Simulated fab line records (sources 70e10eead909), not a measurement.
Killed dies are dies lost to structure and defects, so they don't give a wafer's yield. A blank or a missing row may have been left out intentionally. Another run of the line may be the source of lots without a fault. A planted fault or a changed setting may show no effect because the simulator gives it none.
fab line records / flow nand_harc
record lots=6 wafers=18 last_day=23
route steps=1159 shown P_M1@311 P_M2@318 END@1159
lots with no fault: from the same line, run without faults
start_h: start of the lot's first displayed wafer, in hours after the record's first day / wait_h: time in hours since the lot's previous step / " repeats the value in the row above / L1.1+2: a single row standing in for several wafers / - no value present, or no start provided / * or withheld: withheld / < > ~ a bound
route shown NAME@n: a module of which the file shows steps, and the number in the route of the first / usual: mean/standard deviation taken from wafers without a fault / same: alike in all rows / chamber/n: place in a boat / sites: each site's reading / _std_site: standard deviation across them / _edge_site: outer sites' mean less inner sites' / radius_mm: for every site, how far away it sits from the centre of the wafer / mask NAME#n: copy n / behind: the last tool/chamber to shape the wafer / hold: what put the lot on hold/how long, in hours/how the hold closed / device: transistor that didn't switch, given as n, p or np / end of line: at the end of the route, the tests of the same wafers / a step with no rows: only its recipe / killed: dies that structure and defects cost at the first sort, which is not the same as the wafer's yield / map: dies across one wafer; x = killed, . = not, _ = none there
set.NAME: the setting the step ran with; set.NAME@STEP: the setting that earlier step ran with / model.NAME: the simulator's own value behind a step, which no gauge read
lots seen at some steps along the route; tables by step, rows by wafer
services: the hour from which a tool's chamber was out of use, counted from the record's first day as start_h (under 0 if before that day), plus the number of hours and why
## steps
# step NHARC_P_M1_CMP_23
# recipe t_overpolish_s=20 target_thk_nm=157.82
# usual motor_current_A=12.2/0.72 time_to_endpoint_s=28.8/2.9
lot.wafer=L325.1 tool=cmp-02 chamber=3 start_h=140.29 wait_h=- motor_current_A=11.3 time_to_endpoint_s=31.8
lot.wafer=L325.6 tool=cmp-02 chamber=1 start_h=140.29 wait_h=- motor_current_A=11.3 time_to_endpoint_s=30.7
lot.wafer=L325.5 tool=cmp-02 chamber=2 start_h=140.29 wait_h=- motor_current_A=13.3 time_to_endpoint_s=28.2
lot.wafer=L328.4 tool=cmp-02 chamber=3 start_h=153.02 wait_h=- motor_current_A=11.3 time_to_endpoint_s=35.9
lot.wafer=L328.1 tool=cmp-02 chamber=1 start_h=153.02 wait_h=- motor_current_A=11.1 time_to_endpoint_s=30.9
lot.wafer=L328.5 tool=cmp-02 chamber=2 start_h=153.02 wait_h=- motor_current_A=13.3 time_to_endpoint_s=31.8
lot.wafer=L330.1 tool=cmp-04 chamber=3 start_h=170.04 wait_h=- motor_current_A=12.0 time_to_endpoint_s=29.0
lot.wafer=L330.5 tool=cmp-04 chamber=3 start_h=170.04 wait_h=- motor_current_A=11.4 time_to_endpoint_s=27.7
lot.wafer=L330.6 tool=cmp-04 chamber=0 start_h=170.04 wait_h=- motor_current_A=12.8 time_to_endpoint_s=26.1
lot.wafer=L342.3 tool=cmp-04 chamber=0 start_h=229.74 wait_h=- motor_current_A=12.9 time_to_endpoint_s=28.9
lot.wafer=L342.4 tool=cmp-04 chamber=1 start_h=229.74 wait_h=- motor_current_A=13.0 time_to_endpoint_s=31.2
lot.wafer=L342.6 tool=cmp-04 chamber=3 start_h=229.74 wait_h=- motor_current_A=11.8 time_to_endpoint_s=29.6
lot.wafer=L343.3 tool=cmp-04 chamber=3 start_h=233.01 wait_h=- motor_current_A=11.5 time_to_endpoint_s=31.7
lot.wafer=L343.2 tool=cmp-04 chamber=0 start_h=233.01 wait_h=- motor_current_A=13.1 time_to_endpoint_s=30.7
lot.wafer=L343.5 tool=cmp-04 chamber=2 start_h=233.01 wait_h=- motor_current_A=11.7 time_to_endpoint_s=30.7
lot.wafer=L345.3 tool=cmp-01 chamber=1 start_h=243.02 wait_h=- motor_current_A=12.3 time_to_endpoint_s=23.1
lot.wafer=L345.6 tool=cmp-01 chamber=1 start_h=243.02 wait_h=- motor_current_A=11.9 time_to_endpoint_s=22.0
lot.wafer=L345.5 tool=cmp-01 chamber=2 start_h=243.02 wait_h=- motor_current_A=12.1 time_to_endpoint_s=25.2
# step NHARC_P_M1_THK_MEAS_24
# recipe thk_meas_gauge=xrf
# usual thk_nm=157.6/1.4
lot.wafer=L325.1 tool=film_metro-01 chamber=- start_h=140.55 wait_h=- thk_nm=159.1
lot.wafer=L325.5 tool=film_metro-01 chamber=- start_h=140.55 wait_h=- thk_nm=158.9
lot.wafer=L325.6 tool=film_metro-01 chamber=- start_h=140.55 wait_h=- thk_nm=158.7
lot.wafer=L328.1 tool=film_metro-01 chamber=- start_h=153.31 wait_h=- thk_nm=157.3
lot.wafer=L328.4 tool=film_metro-01 chamber=- start_h=153.31 wait_h=- thk_nm=159.3
lot.wafer=L328.5 tool=film_metro-01 chamber=- start_h=153.31 wait_h=- thk_nm=158.1
lot.wafer=L330.1 tool=film_metro-02 chamber=- start_h=170.35 wait_h=- thk_nm=158.3
lot.wafer=L330.5 tool=film_metro-02 chamber=- start_h=170.35 wait_h=- thk_nm=158.6
lot.wafer=L330.6 tool=film_metro-02 chamber=- start_h=170.35 wait_h=- thk_nm=158.3
lot.wafer=L342.3 tool=film_metro-01 chamber=- start_h=230.02 wait_h=- thk_nm=155.3
lot.wafer=L342.4 tool=film_metro-01 chamber=- start_h=230.02 wait_h=- thk_nm=159.2
lot.wafer=L342.6 tool=film_metro-01 chamber=- start_h=230.02 wait_h=- thk_nm=159.0
lot.wafer=L343.2 tool=film_metro-02 chamber=- start_h=233.30 wait_h=- thk_nm=158.5
lot.wafer=L343.3 tool=film_metro-02 chamber=- start_h=233.30 wait_h=- thk_nm=157.8
lot.wafer=L343.5 tool=film_metro-02 chamber=- start_h=233.30 wait_h=- thk_nm=156.9
lot.wafer=L345.3 tool=film_metro-02 chamber=- start_h=243.34 wait_h=- thk_nm=155.4
lot.wafer=L345.5 tool=film_metro-02 chamber=- start_h=243.34 wait_h=- thk_nm=156.3
lot.wafer=L345.6 tool=film_metro-02 chamber=- start_h=243.34 wait_h=- thk_nm=155.1
# step NHARC_P_M1_SRD_25
# step NHARC_P_M1_INSPECT_27
# usual raw_defect_count=262/110
lot.wafer=L325.1 tool=defect_inspect-02 chamber=- start_h=140.70 wait_h=0.0 raw_defect_count=171
lot.wafer=L325.5 tool=defect_inspect-02 chamber=- start_h=140.70 wait_h=0.0 raw_defect_count=154
lot.wafer=L325.6 tool=defect_inspect-02 chamber=- start_h=140.70 wait_h=0.0 raw_defect_count=177
lot.wafer=L328.1 tool=defect_inspect-01 chamber=- start_h=153.46 wait_h=0.0 raw_defect_count=265
lot.wafer=L328.4 tool=defect_inspect-01 chamber=- start_h=153.46 wait_h=0.0 raw_defect_count=376
lot.wafer=L328.5 tool=defect_inspect-01 chamber=- start_h=153.46 wait_h=0.0 raw_defect_count=200
lot.wafer=L330.1 tool=defect_inspect-01 chamber=- start_h=170.51 wait_h=0.0 raw_defect_count=575
lot.wafer=L330.5 tool=defect_inspect-01 chamber=- start_h=170.51 wait_h=0.0 raw_defect_count=502
lot.wafer=L330.6 tool=defect_inspect-01 chamber=- start_h=170.51 wait_h=0.0 raw_defect_count=420
lot.wafer=L342.3 tool=defect_inspect-02 chamber=- start_h=230.18 wait_h=0.0 raw_defect_count=219
lot.wafer=L342.4 tool=defect_inspect-02 chamber=- start_h=230.18 wait_h=0.0 raw_defect_count=180
lot.wafer=L342.6 tool=defect_inspect-02 chamber=- start_h=230.18 wait_h=0.0 raw_defect_count=217
lot.wafer=L343.2 tool=defect_inspect-02 chamber=- start_h=233.45 wait_h=0.0 raw_defect_count=141
lot.wafer=L343.3 tool=defect_inspect-02 chamber=- start_h=233.45 wait_h=0.0 raw_defect_count=199
lot.wafer=L343.5 tool=defect_inspect-02 chamber=- start_h=233.45 wait_h=0.0 raw_defect_count=383
lot.wafer=L345.3 tool=defect_inspect-02 chamber=- start_h=243.49 wait_h=0.0 raw_defect_count=275
lot.wafer=L345.5 tool=defect_inspect-02 chamber=- start_h=243.49 wait_h=0.0 raw_defect_count=171
lot.wafer=L345.6 tool=defect_inspect-02 chamber=- start_h=243.49 wait_h=0.0 raw_defect_count=373
# step NHARC_P_M1_PRE_CLEAN_32
# recipe time_s=12 temp_c=370 rf_power_w=300 gas=NH3
# usual heater_power_w=645/84
# same time_s=12
lot.wafer=L325.1 tool=pecvd-03 chamber=1 start_h=140.77 wait_h=0.1 heater_power_w=709
lot.wafer=L325.6 tool=pecvd-03 chamber=2 start_h=140.77 wait_h=0.1 heater_power_w=604
lot.wafer=L325.5 tool=pecvd-03 chamber=0 start_h=140.77 wait_h=0.1 heater_power_w=637
lot.wafer=L328.1 tool=pecvd-04 chamber=0 start_h=153.56 wait_h=0.1 heater_power_w=597
lot.wafer=L328.4 tool=pecvd-04 chamber=1 start_h=153.56 wait_h=0.1 heater_power_w=626
lot.wafer=L328.5 tool=pecvd-04 chamber=2 start_h=153.56 wait_h=0.1 heater_power_w=672
lot.wafer=L330.1 tool=pecvd-03 chamber=0 start_h=170.59 wait_h=0.1 heater_power_w=668
lot.wafer=L330.6 tool=pecvd-03 chamber=2 start_h=170.59 wait_h=0.1 heater_power_w=586
lot.wafer=L330.5 tool=pecvd-03 chamber=1 start_h=170.59 wait_h=0.1 heater_power_w=625
lot.wafer=L342.3 tool=pecvd-04 chamber=1 start_h=230.25 wait_h=0.1 heater_power_w=649
lot.wafer=L342.4 tool=pecvd-04 chamber=2 start_h=230.25 wait_h=0.1 heater_power_w=745
lot.wafer=L342.6 tool=pecvd-04 chamber=0 start_h=230.25 wait_h=0.1 heater_power_w=667
lot.wafer=L343.2 tool=pecvd-01 chamber=0 start_h=233.52 wait_h=0.1 heater_power_w=483
lot.wafer=L343.3 tool=pecvd-01 chamber=2 start_h=233.52 wait_h=0.1 heater_power_w=778
lot.wafer=L343.5 tool=pecvd-01 chamber=0 start_h=233.52 wait_h=0.1 heater_power_w=482
lot.wafer=L345.3 tool=pecvd-04 chamber=1 start_h=243.57 wait_h=0.1 heater_power_w=606
lot.wafer=L345.6 tool=pecvd-04 chamber=0 start_h=243.57 wait_h=0.1 heater_power_w=600
lot.wafer=L345.5 tool=pecvd-04 chamber=2 start_h=243.57 wait_h=0.1 heater_power_w=670
# step NHARC_P_M1_DEP_33
# recipe target_thk_a=300 temp_c=370 target_thk_nm=30 pressure_torr=3 flow_sccm=200 rf_w=450 material=SiCN
# usual chamber_pressure_Torr=3.000/0.0066 heater_power_w=595/86
lot.wafer=L325.1 tool=pecvd-03 chamber=1 start_h=140.85 wait_h=0.1 chamber_pressure_Torr=3.000 heater_power_w=607
lot.wafer=L325.6 tool=pecvd-03 chamber=2 start_h=140.85 wait_h=0.1 chamber_pressure_Torr=3.005 heater_power_w=516
lot.wafer=L325.5 tool=pecvd-03 chamber=0 start_h=140.85 wait_h=0.1 chamber_pressure_Torr=2.994 heater_power_w=585
lot.wafer=L328.1 tool=pecvd-04 chamber=0 start_h=153.70 wait_h=0.1 chamber_pressure_Torr=2.994 heater_power_w=552
lot.wafer=L328.4 tool=pecvd-04 chamber=1 start_h=153.70 wait_h=0.1 chamber_pressure_Torr=3.008 heater_power_w=530
lot.wafer=L328.5 tool=pecvd-04 chamber=2 start_h=153.70 wait_h=0.1 chamber_pressure_Torr=3.012 heater_power_w=632
lot.wafer=L330.1 tool=pecvd-03 chamber=0 start_h=170.70 wait_h=0.1 chamber_pressure_Torr=2.999 heater_power_w=599
lot.wafer=L330.6 tool=pecvd-03 chamber=2 start_h=170.70 wait_h=0.1 chamber_pressure_Torr=2.996 heater_power_w=568
lot.wafer=L330.5 tool=pecvd-03 chamber=1 start_h=170.70 wait_h=0.1 chamber_pressure_Torr=3.004 heater_power_w=690
lot.wafer=L342.3 tool=pecvd-04 chamber=1 start_h=230.33 wait_h=0.1 chamber_pressure_Torr=3.000 heater_power_w=572
lot.wafer=L342.4 tool=pecvd-04 chamber=2 start_h=230.33 wait_h=0.1 chamber_pressure_Torr=3.002 heater_power_w=620
lot.wafer=L342.6 tool=pecvd-04 chamber=0 start_h=230.33 wait_h=0.1 chamber_pressure_Torr=2.998 heater_power_w=596
lot.wafer=L343.2 tool=pecvd-01 chamber=0 start_h=233.60 wait_h=0.1 chamber_pressure_Torr=3.002 heater_power_w=414
lot.wafer=L343.3 tool=pecvd-01 chamber=2 start_h=233.60 wait_h=0.1 chamber_pressure_Torr=3.008 heater_power_w=775
lot.wafer=L343.5 tool=pecvd-01 chamber=0 start_h=233.60 wait_h=0.1 chamber_pressure_Torr=3.006 heater_power_w=426
lot.wafer=L345.3 tool=pecvd-04 chamber=1 start_h=243.68 wait_h=0.1 chamber_pressure_Torr=3.007 heater_power_w=576
lot.wafer=L345.6 tool=pecvd-04 chamber=0 start_h=243.68 wait_h=0.1 chamber_pressure_Torr=3.001 heater_power_w=609
lot.wafer=L345.5 tool=pecvd-04 chamber=2 start_h=243.68 wait_h=0.1 chamber_pressure_Torr=2.993 heater_power_w=621
# step NHARC_P_M2_DEP_00
# recipe target_thk_a=1825 target_thk_nm=182.5 temp_c=withheld pressure_torr=5 flow_sccm=200 rf_w=600 material=SiOC
# step NHARC_P_M2_DEHYDRATE_01
# recipe temp_c=150 time_s=120
# step NHARC_P_M2_HMDS_02
# recipe time_s=30
# step NHARC_P_M2_COAT_34
# recipe temp_c=200 time_s=65
# step NHARC_P_M2_COAT_03
# recipe spin_rpm=1500 resist_thk_nm=90
# step NHARC_P_M2_SOFTBAKE_04
# recipe temp_c=105 time_s=55
# usual heater_power_total_W=188.46/0.14
# same time_s=55
lot.wafer=L325.1 tool=litho_track-06 chamber=0 start_h=141 wait_h=- heater_power_total_W=188.52
lot.wafer=L325.5 tool=litho_track-06 chamber=0 start_h=141 wait_h=- heater_power_total_W=188.39
lot.wafer=L325.6 tool=litho_track-06 chamber=0 start_h=141 wait_h=- heater_power_total_W=188.42
lot.wafer=L328.1 tool=litho_track-01 chamber=0 start_h=154 wait_h=- heater_power_total_W=188.76
lot.wafer=L328.4 tool=litho_track-01 chamber=0 start_h=154 wait_h=- heater_power_total_W=188.48
lot.wafer=L328.5 tool=litho_track-01 chamber=0 start_h=154 wait_h=- heater_power_total_W=188.38
lot.wafer=L330.1 tool=litho_track-04 chamber=0 start_h=171 wait_h=- heater_power_total_W=188.26
lot.wafer=L330.5 tool=litho_track-04 chamber=0 start_h=171 wait_h=- heater_power_total_W=188.26
lot.wafer=L330.6 tool=litho_track-04 chamber=0 start_h=171 wait_h=- heater_power_total_W=188.35
lot.wafer=L342.3 tool=litho_track-01 chamber=0 start_h=231 wait_h=- heater_power_total_W=179.37
lot.wafer=L342.4 tool=litho_track-01 chamber=0 start_h=231 wait_h=- heater_power_total_W=179.45
lot.wafer=L342.6 tool=litho_track-01 chamber=0 start_h=231 wait_h=- heater_power_total_W=179.37
lot.wafer=L343.2 tool=litho_track-01 chamber=0 start_h=234 wait_h=- heater_power_total_W=179.30
lot.wafer=L343.3 tool=litho_track-01 chamber=0 start_h=234 wait_h=- heater_power_total_W=179.75
lot.wafer=L343.5 tool=litho_track-01 chamber=0 start_h=234 wait_h=- heater_power_total_W=179.33
lot.wafer=L345.3 tool=litho_track-06 chamber=0 start_h=244 wait_h=- heater_power_total_W=188.45
lot.wafer=L345.5 tool=litho_track-06 chamber=0 start_h=244 wait_h=- heater_power_total_W=188.36
lot.wafer=L345.6 tool=litho_track-06 chamber=0 start_h=244 wait_h=- heater_power_total_W=188.62
# step NHARC_P_M2_EBR_05
# step NHARC_END_SORT_01
# recipe temp_c=25
# usual defect_limited_yield=95.3/1.6 killed_at_array=27/12 killed_at_other=0.8/1 killed_at_periphery=4.0/2.5 killed_dies=32/11 killed_open=3.3/1.8 killed_short=2.0/1.5 sort_bin_2_pct=1.5/0.59 sort_bin_3_pct=0.27/0.22 sort_bin_4_pct=3.0/1.1 sort_n_pass=645/11 sort_rim_yield_pct=95.6/2.7 sort_yield_pct=95.3/1.6
# same gross_dies=677 sort_bin_5_pct[%]=0 sort_bin_6_pct[%]=0 sort_bin_7_pct[%]=0 sort_bin_8_pct[%]=0 sort_rim_n_gross=106.00
lot.wafer=L328.1 tool=prober-01 chamber=0 start_h=464.41 wait_h=2.5 defect_limited_yield[%]=97.5 killed_at_array=14 killed_at_other=0 killed_at_periphery=3 killed_dies=17 killed_open=4 killed_short=3 sort_bin_2_pct[%]=1.0 sort_bin_3_pct[%]=0.30 sort_bin_4_pct[%]=1.2 sort_n_pass=660 sort_rim_yield_pct[%]=96.2 sort_yield_pct[%]=97.5
lot.wafer=L328.4 tool=prober-01 chamber=0 start_h=466.78 wait_h=3.4 defect_limited_yield[%]=98.4 killed_at_array=8 killed_at_other=0 killed_at_periphery=3 killed_dies=11 killed_open=2 killed_short=1 sort_bin_2_pct[%]=0.4 sort_bin_3_pct[%]=0.15 sort_bin_4_pct[%]=1.0 sort_n_pass=666 sort_rim_yield_pct[%]=100.0 sort_yield_pct[%]=98.4
lot.wafer=L328.5 tool=prober-01 chamber=0 start_h=467.57 wait_h=3.7 defect_limited_yield[%]=98.5 killed_at_array=9 killed_at_other=0 killed_at_periphery=1 killed_dies=10 killed_open=4 killed_short=0 sort_bin_2_pct[%]=0.9 sort_bin_3_pct[%]=0 sort_bin_4_pct[%]=0.6 sort_n_pass=667 sort_rim_yield_pct[%]=98.1 sort_yield_pct[%]=98.5
lot.wafer=L343.2 tool=prober-02 chamber=0 start_h=550.51 wait_h=2.8 defect_limited_yield[%]=96.3 killed_at_array=21 killed_at_other=1 killed_at_periphery=3 killed_dies=25 killed_open=1 killed_short=1 sort_bin_2_pct[%]=1.3 sort_bin_3_pct[%]=0 sort_bin_4_pct[%]=2.4 sort_n_pass=652 sort_rim_yield_pct[%]=95.3 sort_yield_pct[%]=96.3
lot.wafer=L343.3 tool=prober-02 chamber=0 start_h=551.32 wait_h=3.1 defect_limited_yield[%]=95.4 killed_at_array=26 killed_at_other=1 killed_at_periphery=4 killed_dies=31 killed_open=6 killed_short=2 sort_bin_2_pct[%]=1.3 sort_bin_3_pct[%]=0.30 sort_bin_4_pct[%]=3.0 sort_n_pass=646 sort_rim_yield_pct[%]=98.1 sort_yield_pct[%]=95.4
lot.wafer=L343.5 tool=prober-02 chamber=0 start_h=552.94 wait_h=3.7 defect_limited_yield[%]=95.1 killed_at_array=24 killed_at_other=1 killed_at_periphery=8 killed_dies=33 killed_open=7 killed_short=3 sort_bin_2_pct[%]=1.8 sort_bin_3_pct[%]=0.30 sort_bin_4_pct[%]=2.8 sort_n_pass=644 sort_rim_yield_pct[%]=95.3 sort_yield_pct[%]=95.1
lot.wafer=L342.3 tool=prober-01 chamber=0 start_h=553.35 wait_h=3.1 defect_limited_yield[%]=93.9 killed_at_array=39 killed_at_other=0 killed_at_periphery=2 killed_dies=41 killed_open=5 killed_short=0 sort_bin_2_pct[%]=1.8 sort_bin_3_pct[%]=0.15 sort_bin_4_pct[%]=4.1 sort_n_pass=636 sort_rim_yield_pct[%]=89.6 sort_yield_pct[%]=93.9
lot.wafer=L342.4 tool=prober-01 chamber=0 start_h=554.15 wait_h=3.4 defect_limited_yield[%]=94.1 killed_at_array=39 killed_at_other=0 killed_at_periphery=1 killed_dies=40 killed_open=0 killed_short=1 sort_bin_2_pct[%]=1.5 sort_bin_3_pct[%]=0.30 sort_bin_4_pct[%]=4.1 sort_n_pass=637 sort_rim_yield_pct[%]=99.1 sort_yield_pct[%]=94.1
lot.wafer=L342.6 tool=prober-01 chamber=0 start_h=555.76 wait_h=4.0 defect_limited_yield[%]=92.8 killed_at_array=47 killed_at_other=0 killed_at_periphery=2 killed_dies=49 killed_open=1 killed_short=1 sort_bin_2_pct[%]=1.9 sort_bin_3_pct[%]=0.15 sort_bin_4_pct[%]=5.2 sort_n_pass=628 sort_rim_yield_pct[%]=95.3 sort_yield_pct[%]=92.8
# killed by level:class
L328.1 A_M0:geometric_particle:short=3 A_CONTACT:chamber_film_flake=3 A_CONTACT:geometric_particle:open=2 P_ZERO_WELL:chamber_film_flake=2 A_CHANNEL_HOLE_D1:chamber_film_flake=2 A_BLC:geometric_particle:open=1 A_M1:geometric_particle:open=1 P_M2:chamber_film_flake=1
L328.4 A_CHANNEL_HOLE_D1:chamber_film_flake=4 P_ZERO_WELL:chamber_film_flake=2 A_ZERO_WELL:chamber_film_flake=2 P_CONTACT:geometric_particle:open=1 A_CONTACT:geometric_particle:short=1 A_M0:geometric_particle:open=1
L328.5 A_STAIRCASE:chamber_film_flake=3 A_CONTACT:geometric_particle:open=2 A_WL_FILL:geometric_particle:open=1 A_BLC:geometric_particle:open=1 P_ZERO_WELL:chamber_film_flake=1 A_SLIT:chamber_film_flake=1 A_BLC:chamber_film_flake=1
L343.2 A_CONTACT:chamber_film_flake=10 A_CHANNEL_HOLE_D1:chamber_film_flake=4 A_WL_FILL:geometric_particle:open=1 A_BLC:geometric_particle:short=1 P_STI:chamber_film_flake=1 P_GATE:chamber_film_flake=1 P_M0:chamber_film_flake=1 A_ZERO_WELL:chamber_film_flake=1
L343.3 A_CONTACT:chamber_film_flake=7 A_CHANNEL_HOLE_D1:chamber_film_flake=6 A_BLC:geometric_particle:open=2 A_ZERO_WELL:chamber_film_flake=2 A_STAIRCASE:chamber_film_flake=2 A_BLC:chamber_film_flake=2 P_CONTACT:geometric_particle:open=1 P_M0:geometric_particle:open=1
L343.5 A_CHANNEL_HOLE_D1:chamber_film_flake=5 A_CONTACT:chamber_film_flake=5 P_STI:chamber_film_flake=3 A_ONON_D1:geometric_particle:short=2 A_WL_FILL:geometric_particle:open=2 P_GATE:chamber_film_flake=2 A_WL_FILL:chamber_film_flake=2 A_BLC:chamber_film_flake=2
L342.3 A_CHANNEL_HOLE_D1:chamber_film_flake=18 A_SLIT:chamber_film_flake=12 A_STAIRCASE:chamber_film_flake=3 A_STAIRCASE:geometric_particle:open=1 A_WL_FILL:geometric_particle:open=1 A_CONTACT:geometric_particle:open=1 A_BLC:geometric_particle:open=1 A_M0:geometric_particle:open=1
L342.4 A_SLIT:chamber_film_flake=15 A_CHANNEL_HOLE_D1:chamber_film_flake=12 A_CONTACT:chamber_film_flake=6 A_STAIRCASE:chamber_film_flake=3 A_CONTACT:geometric_particle:short=1 P_M0:chamber_film_flake=1 A_WL_FILL:chamber_film_flake=1 A_BLC:chamber_film_flake=1
L342.6 A_CHANNEL_HOLE_D1:chamber_film_flake=20 A_SLIT:chamber_film_flake=16 A_STAIRCASE:chamber_film_flake=5 A_CONTACT:chamber_film_flake=4 P_M0:geometric_particle:open=1 A_M0:geometric_particle:short=1 P_STI:chamber_film_flake=1 A_BLC:chamber_film_flake=1
## services
tool=litho_track-06 chamber=- start_h=117.00 hours=7.0 kind=pm
tool=cmp-02 chamber=- start_h=128.69 hours=4.0 kind=pm
tool=pecvd-01 chamber=- start_h=130.24 hours=0.5 kind=repair
tool=litho_track-04 chamber=- start_h=141.00 hours=7.0 kind=pm
tool=cmp-01 chamber=- start_h=154.82 hours=8.0 kind=repair
tool=pecvd-04 chamber=0 start_h=155.21 hours=7.7 kind=repair
tool=cmp-01 chamber=- start_h=179.50 hours=4.0 kind=pm
tool=pecvd-04 chamber=- start_h=195.00 hours=13.0 kind=pm
tool=pecvd-04 chamber=0 start_h=195.00 hours=13.0 kind=vent_cycle
tool=pecvd-04 chamber=1 start_h=195.00 hours=13.0 kind=vent_cycle
tool=pecvd-04 chamber=2 start_h=195.00 hours=13.0 kind=vent_cycle
tool=pecvd-03 chamber=- start_h=199.33 hours=0.5 kind=repair
tool=cmp-04 chamber=- start_h=203.16 hours=4.0 kind=pm
tool=pecvd-04 chamber=0 start_h=208.00 hours=- kind=clean
tool=pecvd-04 chamber=1 start_h=208.00 hours=- kind=clean
tool=pecvd-04 chamber=2 start_h=208.00 hours=- kind=clean
tool=cmp-01 chamber=- start_h=209.84 hours=0.3 kind=repair
tool=pecvd-01 chamber=1 start_h=211.18 hours=4.8 kind=repair
tool=cmp-02 chamber=- start_h=215.97 hours=0.9 kind=repair
tool=cmp-01 chamber=- start_h=216.76 hours=4.5 kind=repair
tool=cmp-02 chamber=- start_h=226.69 hours=4.0 kind=pm
tool=cmp-02 chamber=- start_h=230.75 hours=1.7 kind=repair
tool=cmp-01 chamber=- start_h=230.92 hours=5.0 kind=repair
tool=pecvd-01 chamber=- start_h=237.10 hours=13.0 kind=pm
## key
first_sign step=NHARC_P_M2_SOFTBAKE_04 reading=heater_power_total_W direction=down sigmas=64 usual=* struck=*
effect none on later readings
met_at NHARC_P_M2_SOFTBAKE_04
struck_wafers L342.3,L342.4,L342.6,L343.2,L343.3,L343.5
onset_between 154 231
fault kind=process_parameter_drift tool=litho_track-01 chamber=- onset_h=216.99 steps=NHARC_P_M2_SOFTBAKE_04 channel=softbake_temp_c offset=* shape=step end_h=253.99 acts_in=* stated=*
